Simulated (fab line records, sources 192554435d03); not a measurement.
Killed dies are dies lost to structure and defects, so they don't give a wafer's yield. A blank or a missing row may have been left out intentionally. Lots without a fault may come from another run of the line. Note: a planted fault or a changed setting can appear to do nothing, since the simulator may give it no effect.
fab line records	flow n5Finfet	part 2 of 2: steps 5 to 6 of 6
record lots=22	wafers=66	lastDay=19
route steps=1938 shown BEOL_M6@1238 BEOL_M7@1277
lots that met no fault: from a run of the same line without faults
startH: hours from the record's first day to the start of the lot's first wafer shown	waitH: hours since the lot's step before	" the same as in the row above	L1.1+2: several wafers, shown together as one row	- no value present, or no start provided	* or withheld: withheld	< > ~ a bound
route shown NAME@n: a module of which the file shows steps, and the number in the route of the first	usual: mean/standard deviation taken from wafers without a fault	same: alike in all rows	chamber/n: place in a boat	sites: readings site by site	_std_site: the values' standard deviation	_edge_site: the outer-site mean with the inner-site mean subtracted	radiusMm: how far each site lies from the wafer's centre	mask NAME#n: copy n	behind: the last tool/chamber to shape the wafer	hold: the reason the lot was held/the length of the hold in hours/how it ended	device: transistor that didn't switch, given as n, p or np	end of line: tests run on the same wafers once the route is complete	a step without rows: its recipe alone	killed: not the wafer's yield, but the dies lost to structure and defects at the first sort	map: shows each die of a wafer: x if killed, . if not, _ if none is there
set.NAME: the setting the step ran with; set.NAME@STEP: the setting that earlier step ran with	model.NAME: the simulator's own value behind a step, which no gauge read
a sample of lots followed through the steps of the route, with each step as a table and each wafer as a row
services: a tool's chamber out of use, with start hour (startH, from the record's first day; less than 0 if before it), hours out, and reason
## steps
# step N5_BEOL_M7_INSPECT_30
# recipe mode=adi	inspectInstrument=brightfield
# usual rawDefectCount=404/96
lot.wafer	tool	chamber	startH	waitH	rawDefectCount
L074.2	defectInspect-01	-	207.33	0.0	409
L074.3	"	-	"	"	547
L074.5	"	-	"	"	402
L075.3	defectInspect-02	-	211.17	0.0	422
L075.4	"	-	"	"	345
L075.6	"	-	"	"	371
L076.1	defectInspect-01	-	217.87	0.1	226
L076.2	"	-	"	"	302
L076.6	"	-	"	"	227
L077.3	defectInspect-02	-	222.21	0.0	418
L077.4	"	-	"	"	454
L077.5	"	-	"	"	488
L078.1	defectInspect-01	-	222.38	0.1	404
L078.2	"	-	"	"	435
L078.4	"	-	"	"	424
L080.1	defectInspect-02	-	239.06	0.1	618
L080.2	"	-	"	"	406
L080.6	"	-	"	"	793
L079.1	defectInspect-02	-	241.17	0.1	380
L079.3	"	-	"	"	299
L079.6	"	-	"	"	405
L083.2	defectInspect-02	-	252.18	0.0	363
L083.3	"	-	"	"	382
L083.4	"	-	"	"	569
L082.2	defectInspect-01	-	260.93	0.0	272
L082.4	"	-	"	"	369
L082.5	"	-	"	"	432
L084.4	defectInspect-01	-	271.14	0.0	383
L084.5	"	-	"	"	339
L084.6	"	-	"	"	275
L085.3	defectInspect-02	-	274.91	0.0	270
L085.4	"	-	"	"	418
L085.5	"	-	"	"	339
L087.3	defectInspect-01	-	283.83	0.0	357
L087.4	"	-	"	"	338
L087.6	"	-	"	"	391
L088.1	defectInspect-02	-	292.75	0.1	411
L088.3	"	-	"	"	416
L088.4	"	-	"	"	228
L089.1	defectInspect-02	-	292.92	0.1	299
L089.2	"	-	"	"	283
L089.6	"	-	"	"	494
L090.1	defectInspect-01	-	295.06	0.1	330
L090.2	"	-	"	"	383
L090.4	"	-	"	"	394
L091.4	defectInspect-01	-	313.18	0.0	484
L091.5	"	-	"	"	520
L091.6	"	-	"	"	517
L093.1	defectInspect-01	-	315.91	0.1	404
L093.2	"	-	"	"	392
L093.5	"	-	"	"	310
L092.1	defectInspect-01	-	321.93	0.1	366
L092.3	"	-	"	"	435
L092.4	"	-	"	"	434
L095.4	defectInspect-01	-	337.37	0.0	292
L095.5	"	-	"	"	381
L095.6	"	-	"	"	283
L094.1	defectInspect-02	-	340.59	0.1	367
L094.3	"	-	"	"	391
L094.5	"	-	"	"	247
L097.2	defectInspect-02	-	349.85	0.0	409
L097.3	"	-	"	"	593
L097.5	"	-	"	"	592
L096.3	defectInspect-01	-	350.02	0.0	401
L096.5	"	-	"	"	526
L096.6	"	-	"	"	463
# step N5_BEOL_M7_DESCUM_33
# recipe chemistry=O2	timeS=7	sourcePowerW=50	biasPowerW=20	pressureMtorr=20	rfFrequencyHz=2.712e+07	tempC=40	resist=CAR-EUV	o2FlowSccm=225
# usual drypumpMotorCurrentA=5.72/0.29	oesProductAu=0.79/0.077	rfFwdPowerW=49.39/0.17	rfVppV=243.0/1.5	showerheadPlenumPTorr=2.08/0.086	throttleValvePct=20.47/0.12
lot.wafer	tool	chamber	startH	waitH	drypumpMotorCurrentA	oesProductAu	rfFwdPowerW	rfHoursCounterH	rfVppV	showerheadPlenumPTorr	throttleValvePct
L074.2	rieDiel-03	1	207.77	0.4	5.97	0.76	49.33	148	242.9	2.08	20.29
L074.3	"	2	"	"	6.04	0.69	49.18	209	241.5	1.98	20.40
L074.5	"	1	"	"	5.96	0.76	49.17	-	242.8	2.08	20.28
L075.3	rieDiel-05	1	211.21	0.0	5.75	0.73	49.22	169	244.1	2.18	20.43
L075.4	"	2	"	"	5.33	0.72	49.68	202	242.5	2.05	20.32
L075.6	"	0	"	"	5.49	0.94	49.23	-	244.2	2.11	20.50
L076.1	rieDiel-05	3	218.24	0.4	5.99	0.82	49.31	80	243.2	2.13	20.65
L076.2	"	0	"	"	5.48	0.93	49.49	28	245.1	2.11	20.51
L076.6	"	0	"	"	5.50	0.94	49.55	-	243.0	2.11	20.51
L077.3	rieDiel-05	2	222.24	0.0	5.32	0.72	49.40	207	242.3	2.04	20.33
L077.4	"	0	"	"	5.51	0.93	49.46	29	243.6	2.11	20.51
L077.5	"	0	"	"	5.52	0.94	49.89	-	244.8	2.11	20.50
L078.1	rieDiel-05	3	222.64	0.3	5.97	0.81	49.25	81	244.1	2.13	20.64
L078.2	"	2	"	"	5.32	0.72	49.48	207	244.7	2.04	20.33
L078.4	"	1	"	"	5.77	0.72	49.17	174	244.7	2.18	20.45
L080.1	rieDiel-06	3	239.47	0.4	5.85	0.77	49.39	152	241.1	1.99	20.31
L080.2	"	1	"	"	5.66	0.74	49.21	185	241.6	2.02	20.54
L080.6	"	3	"	"	5.87	0.77	49.40	-	240.6	1.99	20.30
L079.1	rieDiel-03	1	241.32	0.1	5.91	0.75	49.16	159	242.4	2.07	20.30
L079.3	"	0	"	"	6.43	0.88	49.32	29	242.3	2.06	20.43
L079.6	"	3	"	"	5.69	0.75	48.94	-	241.1	1.99	20.62
L083.2	rieDiel-06	1	252.84	0.7	5.64	0.74	49.20	190	241.2	2.02	20.57
L083.3	"	2	"	"	5.34	0.93	49.45	10	244.4	2.26	20.46
L083.4	"	3	"	"	5.87	0.76	49.38	156	243.4	1.99	20.32
L082.2	rieDiel-03	2	261.22	0.3	6.07	0.68	49.27	228	241.4	1.98	20.44
L082.4	"	3	"	"	5.69	0.75	49.37	193	242.2	1.98	20.63
L082.5	"	3	"	"	5.70	0.74	49.44	-	242.1	1.98	20.62
L084.4	rieDiel-06	3	271.80	0.7	5.87	0.75	49.32	162	240.7	1.99	20.32
L084.5	"	1	"	"	5.64	0.73	49.44	-	241.6	2.01	20.59
L084.6	"	2	"	"	5.34	0.91	49.36	-	246.8	2.26	20.47
L085.3	rieDiel-05	1	275.46	0.5	5.77	0.71	49.36	189	244.0	2.17	20.47
L085.4	"	2	"	"	5.33	0.72	49.38	221	243.0	2.04	20.35
L085.5	"	3	"	"	5.96	0.80	49.29	-	244.0	2.12	20.69
L087.3	rieDiel-06	3	283.87	0.0	5.86	0.75	49.45	166	240.7	1.98	20.31
L087.4	"	1	"	"	5.63	0.72	49.29	201	242.6	2.01	20.58
L087.6	"	2	"	"	5.35	0.90	49.41	-	243.9	2.26	20.50
L088.1	rieDiel-05	2	292.81	0.1	5.33	0.71	49.58	226	244.5	2.04	20.37
L088.3	"	1	"	"	5.77	0.71	49.37	194	243.1	2.17	20.48
L088.4	"	3	"	"	5.97	0.79	49.37	99	243.4	2.12	20.68
L089.1	rieDiel-03	3	293.19	0.3	5.69	0.73	49.04	204	241.8	1.98	20.64
L089.2	"	1	"	"	5.98	0.73	49.11	176	243.8	2.07	20.35
L089.6	"	0	"	"	6.41	0.84	49.66	-	241.7	2.06	20.46
L090.1	rieDiel-05	0	295.09	0.0	5.52	0.90	49.63	48	243.6	2.10	20.54
L090.2	"	3	"	"	5.96	0.79	49.46	100	242.0	2.12	20.68
L090.4	"	1	"	"	5.75	0.71	49.43	194	244.6	2.17	20.48
L091.4	rieDiel-06	0	313.49	0.3	5.56	0.81	49.44	78	241.5	2.03	20.29
L091.5	"	2	"	"	5.34	0.89	49.71	-	245.1	2.25	20.49
L091.6	"	1	"	"	5.64	0.72	49.26	-	240.9	2.01	20.60
L093.1	rieDiel-06	2	315.95	0.0	5.33	0.88	49.47	30	246.6	2.25	20.49
L093.2	"	3	"	"	5.87	0.74	49.67	175	241.1	1.98	20.33
L093.5	"	2	"	"	5.35	0.87	49.60	-	245.9	2.25	20.51
L092.1	rieDiel-06	3	321.96	0.0	5.88	0.74	49.57	177	241.3	1.98	20.35
L092.3	"	2	"	"	5.33	0.88	49.46	31	246.8	2.25	20.49
L092.4	"	0	"	"	5.58	0.81	49.29	81	244.0	2.03	20.30
L095.4	rieDiel-06	1	337.40	0.0	5.65	0.71	49.43	216	241.2	2.01	20.61
L095.5	"	1	"	"	5.67	0.71	49.29	-	241.1	2.01	20.62
L095.6	"	2	"	"	5.35	0.86	49.49	-	246.4	2.25	20.51
L094.1	rieDiel-03	0	340.62	0.0	6.43	0.82	49.33	62	241.8	2.05	20.48
L094.3	"	3	"	"	5.70	0.73	49.34	219	241.3	1.98	20.66
L094.5	"	3	"	"	5.70	0.72	49.34	-	240.7	1.98	20.66
L097.2	rieDiel-03	1	350.15	0.3	5.97	0.72	49.47	195	244.3	2.06	20.35
L097.3	"	3	"	"	5.70	0.72	49.32	223	241.4	1.97	20.65
L097.5	"	3	"	"	5.69	0.72	49.33	-	243.8	1.97	20.68
L096.3	rieDiel-06	3	350.15	0.1	5.88	0.73	49.72	184	242.4	1.98	20.35
L096.5	"	3	"	"	5.87	0.74	49.27	-	241.5	1.98	20.34
L096.6	"	0	"	"	5.56	0.79	49.09	-	242.2	2.03	20.32
## services
tool	chamber	startH	hours	kind
rieDiel-02	2	180.71	1.5	repair
rieDiel-06	2	182.28	6.3	repair
rieDiel-02	3	182.82	5.4	repair
rieDiel-06	2	188.79	-	clean
rieDiel-06	2	188.79	-	consumableReplace:focusRing
rieDiel-06	2	188.79	-	consumableReplace:showerhead
rieDiel-06	2	188.79	20.9	scheduledDown
rieDiel-06	2	188.79	20.9	ventCycle
rieDiel-03	3	204.13	13.8	repair
rieDiel-01	-	205.96	2.7	repair
rieDiel-06	-	216.83	4.3	pm
rieDiel-04	1	218.53	47.5	repair
rieDiel-05	3	228.51	2.4	repair
rieDiel-06	2	235.86	5.7	repair
rieDiel-05	-	249.68	4.3	pm
rieDiel-02	2	251.79	2.0	repair
rieDiel-02	0	254.07	3.1	repair
rtpAnneal-02	-	257.23	5.3	pm
rieDiel-05	-	290.91	0.9	repair
rieDiel-04	1	304.65	10.7	repair
rtpAnneal-01	-	313.72	70.9	pm
rieDiel-02	-	322.87	0.1	repair
rieDiel-03	2	334.67	-	clean
rieDiel-04	-	344.56	3.4	repair
